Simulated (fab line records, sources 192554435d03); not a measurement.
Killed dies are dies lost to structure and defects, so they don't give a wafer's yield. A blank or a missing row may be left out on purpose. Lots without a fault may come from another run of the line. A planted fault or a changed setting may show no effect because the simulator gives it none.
fab line records | flow n5_finfet
record lots=5 wafers=15 last_day=21
route steps=1938 shown HKMG_FIN@441 GATE_CUT@465
lots that met no fault: from a run of the same line without faults
start_h: hours from the record's first day to the start of the lot's first wafer shown | wait_h: hours since the lot's step before | " the same as in the row above | L1.1+2: a row that stands for several wafers | - no value, or no start given | * or withheld: withheld | < > ~ a bound
route shown NAME@n: a module of which the file shows steps, and the number in the route of the first | usual: mean/standard deviation of fault-free wafers | same: alike in all rows | chamber/n: place in a boat | sites: the reading at each site | _std_site: their standard deviation | _edge_site: outer sites' mean less inner sites' | radius_mm: how far each site lies from the wafer's centre | mask NAME#n: copy n | behind: the tool/chamber that last shaped the wafer | hold: why the lot was held/for how many hours/how that ended | device: the transistor (n, p or np) that didn't switch | end of line: the same wafers' tests at the end of the route | a step without rows: its recipe alone | killed: dies lost to structure and defects at the first sort, not the wafer's yield | map: a wafer's dies, x killed, . not, _ none there
set.NAME: the setting as run; set.NAME@STEP: as run at that earlier step | model.NAME: the simulator's own value behind a step, which no gauge read
lots at some steps of the route; a table a step, a row a wafer
services: from which hour (start_h, from the record's first day; less than 0 if before it) a tool's chamber was out of use, for how many hours, and why
## steps
# step N5_HKMG_FIN_STRIP_19
# recipe chemistry=N2/H2 power_w=2500 temp_c=300 h2_frac=0.65 time_s=360 pressure_mtorr=withheld n2_flow_sccm=1750 h2_flow_sccm=3250
# usual drypump_motor_current_A=6.2/0.32 heater_power_w=420/21
# columns lot.wafer tool chamber start_h wait_h drypump_motor_current_A heater_power_w rf_hours_counter_h
L074.2 plasma_asher-01 0 73.87 0.0 6.6 425 91
L074.3 " 1 " " 5.8 450 -
L074.5 " 1 " " 5.8 449 -
L080.1 plasma_asher-01 1 112.66 0.0 5.8 456 99
L080.3 " 0 " " 6.6 424 -
L080.6 " 1 " " 5.7 461 -
L084.2 plasma_asher-02 1 137.23 0.0 6.4 421 41
L084.3 " 1 " " 6.4 410 -
L084.6 " 0 " " 5.9 399 -
L093.1 plasma_asher-02 1 189.03 0.0 6.4 407 52
L093.4 " 1 " " 6.3 401 -
L093.5 " 0 " " 5.9 405 -
L095.3 plasma_asher-02 1 203.88 0.2 6.4 398 -
L095.4 " 0 " " 5.9 413 -
L095.5 " 1 " " 6.3 394 -
# step N5_HKMG_FIN_ALD_91
# recipe material=TiN target_thk_a=10 temp_c=400 ald_precursor_family=TiCl4 ald_co_reactant=NH3 pulse_time_s=1 purge_time_s=3 co_reactant_purge_time_s=2 co_reactant_pulse_time_s=2 ald_cycles=47 pressure_torr=3
# usual heater_power_outer_w=532/75 heater_power_w=871/110 precursor_pulse_height_rel=0.998/0.018
# columns lot.wafer tool chamber start_h wait_h heater_power_outer_w heater_power_w precursor_pulse_height_rel
L074.2 ald_metal-02 1 74.25 0.3 652 1120 0.990
L074.3 " 0 " " 685 1007 0.998
L074.5 " 1 " " 673 1076 0.997
L080.1 ald_metal-02 3 113.04 0.3 481 820 1.007
L080.3 " 1 " " 665 1054 0.972
L080.6 " 3 " " 468 811 0.986
L084.2 ald_metal-04 2 137.61 0.3 530 884 0.992
L084.3 " 1 " " 466 771 1.007
L084.6 " 2 " " 524 876 1.025
L093.1 ald_metal-04 0 189.42 0.3 522 885 0.989
L093.4 " 2 " " 512 854 0.997
L093.5 " 3 " " 425 791 1.001
L095.3 ald_metal-04 0 204.14 0.1 526 890 1.018
L095.4 " 1 " " 482 770 1.012
L095.5 " 0 " " 510 869 0.977
# step N5_HKMG_FIN_COAT_85
# recipe resist=SOC temp_c=250 time_s=60 spin_rpm=1500 resist_thk_nm=300
# usual plate_temp_C=249.99/0.18
# columns lot.wafer tool chamber start_h wait_h plate_temp_C
L074.2 litho_track-01 0 74.53 0.2 250.00
L074.3 " 0 " " 249.80
L074.5 " 0 " " 249.98
L080.1 litho_track-01 0 113.31 0.2 249.75
L080.3 " 0 " " 249.73
L080.6 " 0 " " 249.83
L084.2 litho_track-03 0 137.89 0.2 249.82
L084.3 " 0 " " 249.91
L084.6 " 0 " " 249.49
L093.1 litho_track-02 0 189.69 0.2 249.86
L093.4 " 0 " " 249.79
L093.5 " 0 " " 249.68
L095.3 litho_track-01 0 204.43 0.2 249.83
L095.4 " 0 " " 250.04
L095.5 " 0 " " 249.94
# step N5_HKMG_FIN_ETCH_86
# recipe chemistry=N2/H2 target=SOC target_depth_a=3932 stop_on=TiN ion_energy_ev=100 bias_w=61 pressure_mtorr=30 source_w=850 n2_flow_sccm=200 h2_flow_sccm=200
# usual bias_w=60.98/0.16 chamber_pressure_mTorr=29.998/0.026 drypump_motor_current_A=5.67/0.22 oes_product_au=0.78/0.075 rf_vpp_V=240.9/1.4 showerhead_plenum_p_Torr=2.55/0.086 throttle_valve_pct=17.89/0.22
# columns lot.wafer tool chamber start_h wait_h bias_w chamber_pressure_mTorr drypump_motor_current_A oes_product_au rf_hours_counter_h rf_vpp_V showerhead_plenum_p_Torr throttle_valve_pct
L074.2 rie_diel-01 3 74.59 - 60.72 29.996 5.83 0.70 214 239.8 2.52 17.82
L074.3 " 1 " " 60.96 30.061 5.55 0.88 32 243.5 2.70 17.83
L074.5 " 1 " " 60.99 29.991 5.57 0.88 - 241.8 2.70 17.81
L080.1 rie_diel-03 2 113.38 - 61.08 30.026 5.99 0.76 150 243.5 2.65 17.80
L080.3 " 0 " " 60.82 29.986 5.54 0.72 179 239.1 2.50 17.70
L080.6 " 3 " " 61.30 29.960 5.66 0.82 - 240.0 2.43 17.49
L084.2 rie_diel-01 2 137.95 - 60.73 30.042 5.64 0.77 143 240.0 2.56 18.30
L084.3 " 3 " " 60.85 30.018 5.88 0.69 229 239.9 2.51 17.84
L084.6 " 1 " " 61.16 30.032 5.56 0.86 - 242.4 2.69 17.85
L093.1 rie_diel-04 1 189.76 - 60.93 29.974 5.92 0.95 6 240.1 2.50 17.65
L093.4 " 2 " " 61.08 30.042 5.44 0.68 242 242.0 2.63 18.06
L093.5 " 3 " " 61.03 30.020 5.25 0.73 - 242.7 2.64 18.23
L095.3 rie_diel-04 0 204.56 - 60.69 29.992 5.87 0.90 23 241.4 2.48 17.68
L095.4 " 3 " " 60.69 29.974 5.25 0.73 176 238.9 2.64 18.25
L095.5 " 3 " " 61.16 29.992 5.25 0.74 - 242.8 2.64 18.24
# step N5_HKMG_FIN_STRIP_89
# recipe chemistry=N2/H2 material=SOC time_s=20 power_w=500 temp_c=40 pressure_mtorr=50 rf_frequency_hz=6e+07 bias_power_w=8 h2_frac=0.5 n2_flow_sccm=300 h2_flow_sccm=300
# usual chamber_pressure_mTorr=50.00/0.05 drypump_motor_current_A=5.67/0.22 oes_product_au=0.78/0.083 rf_vpp_V=54.2/0.96 showerhead_plenum_p_Torr=3.37/0.11 throttle_valve_pct=19.1/0.34
# columns lot.wafer tool chamber start_h wait_h chamber_pressure_mTorr drypump_motor_current_A oes_product_au rf_hours_counter_h rf_vpp_V showerhead_plenum_p_Torr throttle_valve_pct
L074.2 rie_diel-01 3 74.65 0.0 49.97 5.90 0.68 214 53.6 3.33 19.2
L074.3 " 1 " " 50.01 5.57 0.88 33 55.7 3.55 19.2
L074.5 " 1 " " 49.96 5.54 0.88 - 55.1 3.55 19.2
L080.1 rie_diel-03 2 113.44 0.0 49.96 5.94 0.74 151 53.1 3.49 18.8
L080.3 " 0 " " 50.05 5.54 0.74 179 54.1 3.31 18.7
L080.6 " 3 " " 49.99 5.64 0.81 - 54.1 3.22 18.5
L084.2 rie_diel-01 2 138.01 0.0 50.05 5.65 0.74 143 53.8 3.38 19.6
L084.3 " 3 " " 50.02 5.85 0.67 229 53.8 3.32 19.2
L084.6 " 1 " " 50.00 5.54 0.84 - 54.5 3.55 19.2
L093.1 rie_diel-04 1 189.82 0.0 49.95 5.91 0.98 6 54.8 3.31 19.1
L093.4 " 2 " " 50.01 5.41 0.67 242 56.8 3.47 19.5
L093.5 " 3 " " 49.96 5.25 0.72 - 55.1 3.49 19.6
L095.3 rie_diel-04 0 204.62 0.0 50.01 5.88 0.93 23 52.7 3.28 18.7
L095.4 " 3 " " 50.03 5.23 0.72 177 54.3 3.49 19.6
L095.5 " 3 " " 49.97 5.23 0.72 - 54.4 3.49 19.6
# step N5_HKMG_FIN_WET_ETCH_87
# recipe chemistry=SC1 target=TiN mix=1:2:40 temp_c=50 time_s=154.2 target_depth_nm=4.7 dry=ipa_marangoni rinse_time_s=30 rinse_temp_c=23
# columns lot.wafer tool chamber start_h wait_h
L074.2+3+5 wet_bench-01 2,0,3 74.75 0.1
L080.1+3+6 wet_bench-02 1,4,3 113.54 0.1
L084.2+3+6 wet_bench-03 3,5,2 138.11 0.1
L093.1+4+5 wet_bench-03 3,7,2 189.92 0.1
L095.3+4+5 wet_bench-01 3,1,2 204.73 0.1
# step N5_HKMG_FIN_STRIP_88
# recipe chemistry=N2/H2 power_w=2500 temp_c=300 h2_frac=0.65 time_s=360 pressure_mtorr=withheld n2_flow_sccm=1750 h2_flow_sccm=3250
# usual drypump_motor_current_A=6.2/0.36 heater_power_w=428/22
# columns lot.wafer tool chamber start_h wait_h drypump_motor_current_A heater_power_w rf_hours_counter_h
L074.2 plasma_asher-01 0 74.84 0.0 6.6 427 92
L074.3 " 1 " " 5.8 451 -
L074.5 " 1 " " 5.8 467 -
L080.1 plasma_asher-01 0 113.63 0.0 6.6 422 99
L080.3 " 0 " " 6.6 434 -
L080.6 " 1 " " 5.8 456 -
L084.2 plasma_asher-01 0 138.20 0.0 6.6 416 103
L084.3 " 1 " " 5.8 463 -
L084.6 " 0 " " 6.6 433 -
L093.1 plasma_asher-01 0 190.01 0.0 6.6 420 116
L093.4 " 1 " " 5.8 443 -
L093.5 " 1 " " 5.8 470 -
L095.3 plasma_asher-02 0 204.94 0.1 5.9 398 -
L095.4 " 1 " " 6.3 406 -
L095.5 " 0 " " 5.9 397 -
# step N5_HKMG_FIN_NWFM_ALD_20
# recipe material=TiAlC target_thk_a=20 temp_c=300 ald_precursor_family=TiCl4 ald_co_reactant=TEA pulse_time_s=3 purge_time_s=2 co_reactant_purge_time_s=2 co_reactant_pulse_time_s=10 ald_cycles=7 pressure_torr=3
# usual heater_power_outer_w=268/34 heater_power_w=484/54 precursor_pulse_height_rel=0.999/0.021
# columns lot.wafer tool chamber start_h wait_h heater_power_outer_w heater_power_w precursor_pulse_height_rel
L074.2 ald_metal-04 3 75.23 0.3 220 427 0.980
L074.3 " 1 " " 243 437 0.987
L074.5 " 1 " " 239 435 0.970
L080.1 ald_metal-02 1 114.02 0.3 334 613 0.988
L080.3 " 3 " " 242 447 0.967
L080.6 " 3 " " 240 443 1.019
L084.2 ald_metal-04 0 138.58 0.3 260 495 0.996
L084.3 " 1 " " 247 431 1.020
L084.6 " 3 " " 225 439 0.977
L093.1 ald_metal-01 3 190.39 0.3 279 493 1.032
L093.4 " 2 " " 276 456 1.009
L093.5 " 0 " " 236 458 1.025
L095.3 ald_metal-04 3 205.21 0.1 225 448 0.959
L095.4 " 0 " " 262 498 1.026
L095.5 " 1 " " 246 426 1.000
# step N5_HKMG_FIN_ALD_71
# recipe material=TiN target_thk_a=10 temp_c=400 ald_precursor_family=TiCl4 ald_co_reactant=NH3 pulse_time_s=1 purge_time_s=3 co_reactant_purge_time_s=2 co_reactant_pulse_time_s=2 ald_cycles=47 pressure_torr=3
# usual heater_power_outer_w=525/70 heater_power_w=865/96 precursor_pulse_height_rel=1.003/0.019
# columns lot.wafer tool chamber start_h wait_h heater_power_outer_w heater_power_w precursor_pulse_height_rel
L074.2 ald_metal-04 3 75.33 0.0 438 760 1.003
L074.3 " 1 " " 476 779 1.019
L074.5 " 1 " " 472 770 1.010
L080.1 ald_metal-02 1 114.12 0.0 662 1088 1.005
L080.3 " 3 " " 460 807 0.981
L080.6 " 3 " " 468 838 1.004
L084.2 ald_metal-04 0 138.68 0.0 516 892 1.014
L084.3 " 1 " " 471 787 1.025
L084.6 " 3 " " 429 780 0.970
L093.1 ald_metal-01 3 190.49 0.0 555 874 0.995
L093.4 " 2 " " 540 816 0.999
L093.5 " 0 " " 465 819 1.040
L095.3 ald_metal-04 3 205.31 0.0 424 754 1.009
L095.4 " 0 " " 522 890 1.005
L095.5 " 1 " " 481 772 1.015
# step N5_HKMG_FIN_COAT_66
# recipe resist=SOC temp_c=250 time_s=60 spin_rpm=1500 resist_thk_nm=300
# usual plate_temp_C=249.99/0.18
# columns lot.wafer tool chamber start_h wait_h plate_temp_C
L074.2 litho_track-01 0 75.60 0.2 250.00
L074.3 " 0 " " 250.13
L074.5 " 0 " " 250.12
L080.1 litho_track-01 0 114.39 0.2 249.89
L080.3 " 0 " " 249.84
L080.6 " 0 " " 249.60
L084.2 litho_track-01 0 138.96 0.2 249.96
L084.3 " 0 " " 250.08
L084.6 " 0 " " 249.72
L093.1 litho_track-02 0 190.76 0.2 249.99
L093.4 " 0 " " 249.98
L093.5 " 0 " " 250.16
L095.3 litho_track-01 0 205.59 0.2 249.83
L095.4 " 0 " " 249.70
L095.5 " 0 " " 249.78
# step N5_HKMG_FIN_ETCH_67
# recipe chemistry=N2/H2 target=SOC target_depth_a=3889 stop_on=TiN ion_energy_ev=100 bias_w=61 pressure_mtorr=30 source_w=850 n2_flow_sccm=200 h2_flow_sccm=200
# usual bias_w=61.00/0.21 chamber_pressure_mTorr=29.999/0.027 drypump_motor_current_A=5.68/0.22 oes_product_au=0.75/0.059 rf_vpp_V=240.9/1.3 showerhead_plenum_p_Torr=2.55/0.086 throttle_valve_pct=17.93/0.21
# columns lot.wafer tool chamber start_h wait_h bias_w chamber_pressure_mTorr drypump_motor_current_A oes_product_au rf_hours_counter_h rf_vpp_V showerhead_plenum_p_Torr throttle_valve_pct
L074.2 rie_diel-04 3 75.71 - 60.93 30.013 5.23 0.75 135 243.1 2.66 18.17
L074.3 " 2 " " 60.84 29.966 5.40 0.70 205 241.9 2.65 18.00
L074.5 " 1 " " 61.14 30.028 5.94 0.70 - 240.6 2.52 18.15
L080.1 rie_diel-04 1 114.46 - 60.81 29.960 5.94 0.69 240 239.5 2.51 18.15
L080.3 " 3 " " 60.69 29.962 5.25 0.75 141 240.7 2.66 18.19
L080.6 " 2 " " 60.91 30.006 5.43 0.70 - 241.1 2.64 17.99
L084.2 rie_diel-04 2 139.02 - 61.04 30.028 5.40 0.70 219 241.5 2.64 18.02
L084.3 " 1 " " 60.89 30.010 5.94 0.69 247 242.1 2.51 18.16
L084.6 " 3 " " 60.96 30.008 5.24 0.75 - 240.9 2.66 18.20
L093.1 rie_diel-03 3 190.96 - 61.18 30.009 5.66 0.77 131 239.7 2.42 17.56
L093.4 " 0 " " 61.10 29.973 5.53 0.70 205 240.6 2.49 17.72
L093.5 " 1 " " 61.16 29.961 5.77 0.79 - 241.4 2.44 17.92
L095.3 rie_diel-03 1 205.80 - 61.25 30.045 5.78 0.77 119 240.1 2.44 17.92
L095.4 " 0 " " 60.86 29.927 5.53 0.70 210 240.6 2.49 17.75
L095.5 " 1 " " 61.21 30.028 5.78 0.78 - 240.7 2.44 17.94
# step N5_HKMG_FIN_STRIP_90
# recipe chemistry=N2/H2 material=SOC time_s=20 power_w=500 temp_c=40 pressure_mtorr=50 rf_frequency_hz=6e+07 bias_power_w=8 h2_frac=0.5 n2_flow_sccm=300 h2_flow_sccm=300
# usual chamber_pressure_mTorr=50.00/0.046 drypump_motor_current_A=5.69/0.22 oes_product_au=0.76/0.062 rf_vpp_V=54.2/0.83 showerhead_plenum_p_Torr=3.37/0.11 throttle_valve_pct=19.1/0.34
# columns lot.wafer tool chamber start_h wait_h chamber_pressure_mTorr drypump_motor_current_A oes_product_au rf_hours_counter_h rf_vpp_V showerhead_plenum_p_Torr throttle_valve_pct
L074.2 rie_diel-04 3 75.77 0.0 50.06 5.25 0.74 135 53.9 3.51 19.5
L074.3 " 2 " " 49.93 5.42 0.70 205 55.6 3.49 19.5
L074.5 " 1 " " 49.94 5.94 0.71 - 54.5 3.32 19.5
L080.1 rie_diel-04 1 114.52 0.0 50.00 5.93 0.70 240 53.3 3.32 19.5
L080.3 " 3 " " 50.05 5.26 0.75 142 53.9 3.51 19.5
L080.6 " 2 " " 50.04 5.44 0.69 - 53.8 3.49 19.5
L084.2 rie_diel-04 2 139.08 0.0 49.97 5.43 0.70 220 54.8 3.48 19.5
L084.3 " 1 " " 50.03 5.93 0.70 247 54.7 3.32 19.5
L084.6 " 3 " " 49.95 5.22 0.74 - 54.5 3.50 19.5
L093.1 rie_diel-03 3 191.02 0.0 49.96 5.68 0.77 132 54.4 3.20 18.5
L093.4 " 0 " " 49.92 5.54 0.71 205 54.7 3.30 18.7
L093.5 " 1 " " 49.99 5.80 0.80 - 55.3 3.23 19.0
L095.3 rie_diel-03 1 205.86 0.0 49.96 5.80 0.80 119 52.9 3.23 19.0
L095.4 " 0 " " 49.97 5.53 0.71 210 53.7 3.29 18.8
L095.5 " 1 " " 50.04 5.78 0.80 - 55.3 3.23 19.0
# step N5_HKMG_FIN_WET_ETCH_73
# recipe chemistry=SC1 mix=1:2:40 temp_c=50 time_s=42.3 target_depth_nm=1.3 dry=ipa_marangoni rinse_time_s=30 rinse_temp_c=23
# columns lot.wafer tool chamber start_h wait_h
L074.2+3+5 wet_bench-03 5,4,2 75.87 0.1
L080.1+3+6 wet_bench-01 4,7,3 114.62 0.1
L084.2+3+6 wet_bench-02 0,4,1 139.25 0.1
L093.1+4+5 wet_bench-03 2,3,5 191.12 0.1
L095.3+4+5 wet_bench-02 4,6,5 205.96 0.1
# step N5_HKMG_FIN_ETCHBACK_68
# recipe chemistry=Cl2/Ar stop_on=HfO2 target_depth_a=5 pressure_mtorr=10 icp_w=600 bias_w=60 Cl2_flow_sccm=40 Ar_flow_sccm=60
# usual bias_w=60.02/0.17 chamber_pressure_mTorr=9.999/0.0091 drypump_motor_current_A=6.1/0.42 mfc_ar_sccm=60.02/0.18 oes_product_au=0.77/0.15 throttle_valve_pct=20.8/0.38
# columns lot.wafer tool chamber start_h wait_h bias_w chamber_pressure_mTorr drypump_motor_current_A mfc_ar_sccm oes_product_au rf_hours_counter_h throttle_valve_pct
L074.2 rie_metal-02 1 75.93 0.0 59.95 10.013 5.7 59.71 0.95 2 20.6
L074.3 " 1 " " 59.82 10.002 5.7 59.90 0.95 - 20.6
L074.5 " 0 " " 59.92 9.989 6.6 59.89 0.60 - 21.0
L080.1 rie_metal-02 1 114.67 0.0 59.91 10.003 5.7 59.95 0.93 4 20.7
L080.3 " 0 " " 59.87 10.009 6.7 60.19 0.60 - 21.0
L080.6 " 1 " " 59.91 10.023 5.7 59.96 0.94 - 20.7
L084.2 rie_metal-01 0 139.31 0.0 60.24 9.990 6.0 59.96 0.97 0 20.7
L084.3 " 0 " " 59.79 10.004 6.0 60.10 0.98 - 20.7
L084.6 " 0 " " 59.91 10.004 6.0 59.90 0.97 - 20.7
L093.1 rie_metal-01 0 191.18 0.0 59.91 9.985 6.0 59.73 0.92 5 20.7
L093.4 " 1 " " 60.45 9.987 6.7 60.08 0.61 - 21.4
L093.5 " 0 " " 60.00 10.014 6.0 59.74 0.93 - 20.7
L095.3 rie_metal-01 1 206.06 0.1 59.86 9.992 6.7 60.22 0.61 - 21.4
L095.4 " 0 " " 60.12 9.987 6.1 59.94 0.91 - 20.7
L095.5 " 1 " " 60.26 9.998 6.7 59.99 0.61 - 21.4
# step N5_HKMG_FIN_STRIP_69
# recipe chemistry=N2/H2 power_w=2500 temp_c=300 h2_frac=0.65 time_s=360 pressure_mtorr=withheld n2_flow_sccm=1750 h2_flow_sccm=3250
# usual drypump_motor_current_A=6.2/0.35 heater_power_w=427/22
# columns lot.wafer tool chamber start_h wait_h drypump_motor_current_A heater_power_w rf_hours_counter_h
L074.2 plasma_asher-02 1 76.07 0.1 6.4 410 32
L074.3 " 0 " " 5.9 406 -
L074.5 " 1 " " 6.4 414 -
L080.1 plasma_asher-02 1 114.81 0.1 6.4 406 37
L080.3 " 0 " " 5.9 407 -
L080.6 " 0 " " 5.9 403 -
L084.2 plasma_asher-01 0 139.45 0.1 6.6 422 104
L084.3 " 1 " " 5.7 441 -
L084.6 " 0 " " 6.6 419 -
L093.1 plasma_asher-01 0 191.32 0.1 6.6 417 116
L093.4 " 0 " " 6.6 412 -
L093.5 " 1 " " 5.7 463 -
L095.3 plasma_asher-02 1 206.28 0.2 6.3 418 -
L095.4 " 0 " " 5.9 394 -
L095.5 " 1 " " 6.4 418 -
# step N5_HKMG_FIN_ALD_21
# recipe material=TiN target_thk_a=15 temp_c=400 ald_precursor_family=TiCl4 ald_co_reactant=NH3 pulse_time_s=1 purge_time_s=3 co_reactant_purge_time_s=2 co_reactant_pulse_time_s=2 ald_cycles=68 pressure_torr=3
# usual heater_power_outer_w=533/74 heater_power_w=872/110 precursor_pulse_height_rel=0.999/0.021
# columns lot.wafer tool chamber start_h wait_h heater_power_outer_w heater_power_w precursor_pulse_height_rel
L074.2 ald_metal-01 0 76.46 0.3 453 796 1.019
L074.3 " 1 " " 555 939 0.986
L074.5 " 3 " " 543 877 1.012
L080.1 ald_metal-02 1 115.20 0.3 647 1117 0.998
L080.3 " 3 " " 474 816 1.027
L080.6 " 3 " " 463 805 0.979
L084.2 ald_metal-04 0 139.84 0.3 519 875 1.028
L084.3 " 2 " " 506 877 0.955
L084.6 " 2 " " 518 876 0.991
L093.1 ald_metal-01 2 191.71 0.3 537 833 0.986
L093.4 " 3 " " 552 864 0.988
L093.5 " 3 " " 552 870 1.013
L095.3 ald_metal-01 1 206.54 0.1 564 941 1.026
L095.4 " 3 " " 548 885 0.991
L095.5 " 0 " " 460 803 0.961
# step N5_HKMG_FIN_ALD_72
# recipe material=W target_thk_a=20 temp_c=300 pressure_torr=7.5 ald_precursor_family=WF6 ald_co_reactant=B2H6 pulse_time_s=1 purge_time_s=2 co_reactant_purge_time_s=2 co_reactant_pulse_time_s=3 ald_cycles=7
# usual heater_power_outer_w=284/22 heater_power_w=486/22 precursor_pulse_height_rel=0.999/0.019
# columns lot.wafer tool chamber start_h wait_h heater_power_outer_w heater_power_w precursor_pulse_height_rel
L074.2 cvd_w-02 1 76.82 0.2 282 492 1.003
L074.3 " 1 " " 293 477 0.968
L074.5 " 0 " " 280 471 1.028
L080.1 cvd_w-01 1 115.56 0.2 253 462 1.041
L080.3 " 0 " " 312 508 1.002
L080.6 " 0 " " 308 514 0.972
L084.2 cvd_w-02 0 140.20 0.2 287 477 1.004
L084.3 " 0 " " 291 482 0.982
L084.6 " 0 " " 288 477 0.954
L093.1 cvd_w-02 0 192.07 0.2 294 480 0.972
L093.4 " 0 " " 287 481 0.970
L093.5 " 1 " " 286 489 0.988
L095.3 cvd_w-01 1 206.92 0.2 250 469 1.036
L095.4 " 0 " " 321 531 0.987
L095.5 " 0 " " 310 506 1.020
# step N5_HKMG_FIN_W_FILL_22
# recipe material=W target_thk_a=600 temp_c=400 pressure_torr=39.4 time_s=18.2
# usual heater_power_outer_w=557/42 heater_power_w=868/40 throttle_valve_pct=19.5/0.54
# columns lot.wafer tool chamber start_h wait_h heater_power_outer_w heater_power_w throttle_valve_pct
L074.2 cvd_w-02 1 76.88 0.0 567 856 20.1
L074.3 " 1 " " 565 871 19.9
L074.5 " 0 " " 559 848 18.2
L080.1 cvd_w-01 1 115.62 0.0 497 826 19.5
L080.3 " 0 " " 612 922 19.2
L080.6 " 0 " " 601 903 19.4
L084.2 cvd_w-02 0 140.26 0.0 574 873 18.4
L084.3 " 0 " " 556 857 18.6
L084.6 " 0 " " 554 853 18.3
L093.1 cvd_w-02 0 192.13 0.0 551 862 18.7
L093.4 " 0 " " 562 839 18.6
L093.5 " 1 " " 577 869 20.3
L095.3 cvd_w-01 1 206.97 0.0 510 829 19.8
L095.4 " 0 " " 595 950 19.4
L095.5 " 0 " " 611 952 19.5
# step N5_HKMG_FIN_PRECLEAN_83
# recipe chemistry=DIW time_s=57.5 temp_c=23
# columns lot.wafer tool chamber start_h wait_h
L074.2+3+5 wet_bench-01 6,0,1 76.94 0.0
L080.1+3+6 wet_bench-03 5,3,7 115.68 0.0
L084.2+3+6 wet_bench-01 1,3,4 140.32 0.0
L093.1+4+5 wet_bench-02 4,1,5 192.19 0.0
L095.3+4+5 wet_bench-02 2,3,4 207.02 0.0
# step N5_HKMG_FIN_SRD_84
# recipe dry_time_s=32 dry=n2_spin spin_rpm=1500
# columns lot.wafer tool chamber start_h wait_h
L074.2+3+5 wet_bench-01 6,0,1 76.96 0.0
L080.1+3+6 wet_bench-03 5,3,7 115.72 0.0
L084.2+3+6 wet_bench-01 1,3,4 140.36 0.0
L093.1+4+5 wet_bench-02 4,1,5 192.21 0.0
L095.3+4+5 wet_bench-02 2,3,4 207.04 0.0
# step N5_HKMG_FIN_CMP_23
# recipe stop_on=SiNx t_overpolish_s=10 post_cmp_clean=rinse_only down_force_psi=4 platen_rpm=50.289 pad_velocity_m_s=1.0006 target_thk_nm=46.326
# usual motor_current_A=12.3/1 overpolish_run_s=10.001/0.0097 time_to_endpoint_s=11.5/3
# columns lot.wafer tool chamber start_h wait_h motor_current_A overpolish_run_s time_to_endpoint_s
L074.2 cmp-04 0 77.07 0.1 12.0 10.010 8.0
L074.3 " 1 " " 11.5 10.007 11.5
L074.5 " 3 " " 14.0 10.000 4.8
L080.3 cmp-03 1 115.76 0.0 13.4 10.007 17.5
L080.1 " 3 " " 11.3 10.006 14.4
L080.6 " 1 " " 13.1 10.000 17.2
L084.3 cmp-04 2 140.40 0.0 12.3 10.017 14.3
L084.2 " 3 " " 13.8 10.018 8.0
L084.6 " 3 " " 13.3 9.993 8.6
L093.1 cmp-01 3 192.24 0.0 11.6 10.009 11.3
L093.4 " 2 " " 11.5 10.016 10.1
L093.5 " 0 " " 13.8 9.997 12.8
L095.4 cmp-03 1 207.15 0.1 13.4 10.015 11.0
L095.3 " 2 " " 14.1 10.004 8.7
L095.5 " 0 " " 13.4 10.001 9.5
# step N5_HKMG_FIN_CMP_94
# recipe stop_on=SiNx post_cmp_clean=w_dilute_nh4oh t_overpolish_s=4.7 down_force_psi=4 platen_rpm=50.289 pad_velocity_m_s=1.0006 target_thk_nm=43.299
# usual motor_current_A=12.3/1
# columns lot.wafer tool chamber start_h wait_h motor_current_A
L074.2 cmp-04 0 77.50 0.3 11.6
L074.3 " 1 " " 12.0
L074.5 " 3 " " 14.2
L080.3 cmp-03 1 116.24 0.4 12.8
L080.1 " 3 " " 11.1
L080.6 " 1 " " 13.2
L084.3 cmp-04 2 140.88 0.4 12.1
L084.2 " 3 " " 14.1
L084.6 " 3 " " 13.3
L093.1 cmp-01 3 192.72 0.4 11.0
L093.4 " 2 " " 11.9
L093.5 " 0 " " 13.8
L095.4 cmp-03 1 207.58 0.3 12.9
L095.3 " 2 " " 13.5
L095.5 " 0 " " 12.6
# step N5_HKMG_FIN_INSPECT_28
# recipe inspect_instrument=darkfield mode=post_cmp
# usual raw_defect_count=40/14
# columns lot.wafer tool chamber start_h wait_h raw_defect_count
L074.2 defect_inspect-01 - 77.70 0.0 40
L074.3 " - " " 33
L074.5 " - " " 41
L080.1 defect_inspect-01 - 116.47 0.0 36
L080.3 " - " " 44
L080.6 " - " " 54
L084.2 defect_inspect-01 - 141.11 0.0 46
L084.3 " - " " 30
L084.6 " - " " 37
L093.1 defect_inspect-01 - 192.95 0.0 20
L093.4 " - " " 30
L093.5 " - " " 58
L095.3 defect_inspect-01 - 207.79 0.0 29
L095.4 " - " " 43
L095.5 " - " " 33
# step N5_GATE_CUT_ETCHBACK_00
# recipe chemistry=SF6/Cl2 target=W pressure_mtorr=8 icp_w=900 bias_w=80 SF6_flow_sccm=40 Cl2_flow_sccm=60
# usual bias_w=79.98/0.25 chamber_pressure_mTorr=8.000/0.0082 drypump_motor_current_A=6.0/0.41 oes_product_au=0.77/0.15 throttle_valve_pct=27.3/0.37
# columns lot.wafer tool chamber start_h wait_h bias_w chamber_pressure_mTorr drypump_motor_current_A oes_product_au rf_hours_counter_h throttle_valve_pct
L074.2 rie_metal-03 0 77.73 0.0 80.18 7.992 6.2 0.57 141 27.3
L074.3 " 1 " " 80.25 8.000 5.6 0.73 - 26.7
L074.5 " 0 " " 80.45 8.009 6.2 0.57 - 27.3
L080.1 rie_metal-01 1 116.51 0.0 80.02 7.996 6.7 0.64 118 28.1
L080.3 " 1 " " 80.05 7.989 6.7 0.62 - 28.1
L080.6 " 1 " " 80.36 8.001 6.7 0.63 - 28.1
L084.2 rie_metal-01 1 141.14 0.0 80.15 8.013 6.7 0.63 119 28.1
L084.3 " 1 " " 79.84 8.018 6.7 0.63 - 28.1
L084.6 " 1 " " 80.26 7.997 6.7 0.62 - 28.1
L093.1 rie_metal-03 1 193.18 0.2 80.00 8.005 5.6 0.70 76 26.7
L093.4 " 0 " " 80.35 7.995 6.2 0.93 - 27.4
L093.5 " 1 " " 79.77 8.015 5.6 0.70 - 26.7
L095.3 rie_metal-03 0 207.86 0.1 79.89 8.008 6.2 0.93 - 27.4
L095.4 " 1 " " 79.90 8.009 5.6 0.71 - 26.7
L095.5 " 0 " " 79.97 7.993 6.2 0.92 - 27.4
## services
# columns tool chamber start_h hours kind
rie_diel-04 - 50.82 2.8 pm
rie_diel-01 0 54.23 13.5 repair
rie_diel-03 0 56.45 17.9 repair
ald_metal-01 - 59.25 0.4 repair
cmp-03 - 70.76 1.3 repair
rie_diel-03 3 73.73 36.7 repair
ald_metal-01 - 81.76 2.8 pm
cmp-04 - 93.06 0.5 repair
rie_diel-04 3 94.76 1.6 repair
ald_metal-02 3 96.11 1.5 repair
wet_bench-01 - 108.38 3.1 repair
ald_metal-02 0 111.21 23.8 repair
rie_diel-01 - 114.20 2.8 pm
rie_diel-03 2 115.16 18.1 repair
cmp-04 - 115.41 4.0 pm
cmp-04 - 126.54 5.1 pm
ald_metal-01 - 129.35 0.9 repair
ald_metal-02 2 130.18 8.3 repair
plasma_asher-02 - 157.59 1.5 repair
plasma_asher-02 - 170.52 2.0 repair
cmp-04 - 172.27 0.4 repair
cmp-03 - 183.47 7.5 pm
plasma_asher-01 - 191.83 15.6 pm
rie_diel-03 0 206.78 4.0 repair
## key
fault none
